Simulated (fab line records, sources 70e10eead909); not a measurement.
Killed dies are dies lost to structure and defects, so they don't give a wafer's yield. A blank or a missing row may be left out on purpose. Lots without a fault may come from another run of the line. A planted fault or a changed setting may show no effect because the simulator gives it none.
Chamber matching | flow nand_harc | NHARC_A_STAIRCASE_DEP_259 on pecvd-02: 3 sister chambers
The step deposits SiON, target thk 30 nm. 3 wafers are shown with their chamber, then 12 later ones without.

WAFERS WITH THEIR CHAMBER
wafer  | chamber | heater_power_w (W)
L087.5 | 0       | 738
L088.4 | 1       | 620
L088.5 | 2       | 797

WAFERS WITHOUT THEIR CHAMBER
wafer  | heater_power_w (W)
L090.3 | 688
L090.4 | 581
L090.6 | 738
L093.2 | 689
L093.5 | 748
L093.6 | 677
L097.2 | 649
L097.4 | 681
L097.6 | 728
L096.1 | 626
L096.2 | 606
L096.3 | 637

WHICH CHAMBER EACH WENT THROUGH
wafer  | from the rows above          | in truth
L090.3 | can't be placed: 0 or 1 or 2 | 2
L090.4 | 1                            | 1
L090.6 | can't be placed: 0 or 2      | 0
L093.2 | can't be placed: 0 or 1 or 2 | 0
L093.5 | can't be placed: 0 or 2      | 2
L093.6 | can't be placed: 1 or 0 or 2 | 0
L097.2 | can't be placed: 1 or 0      | 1
L097.4 | can't be placed: 0 or 1 or 2 | 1
L097.6 | can't be placed: 0 or 2      | 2
L096.1 | 1                            | 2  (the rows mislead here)
L096.2 | 1                            | 1
L096.3 | 1                            | 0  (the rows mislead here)
Placed correctly: 2 of 12. Can't be placed from these rows: 8 (the true chamber is among the candidates in 8). Placed wrongly: 2.
How it was worked out, from the rows above alone: a wafer's distance from a chamber is the root of the sum, over the readings, of the square of ((its reading less the chamber's mean) divided by the reading's scatter). The wafer belongs to the nearest chamber; if the next one is less than 2 further off, it can't be placed. A chamber's mean is the mean of its shown wafers. The scatter: with one shown wafer a chamber, the root of the mean of the squares of how far each hidden wafer lies from its nearest shown one.
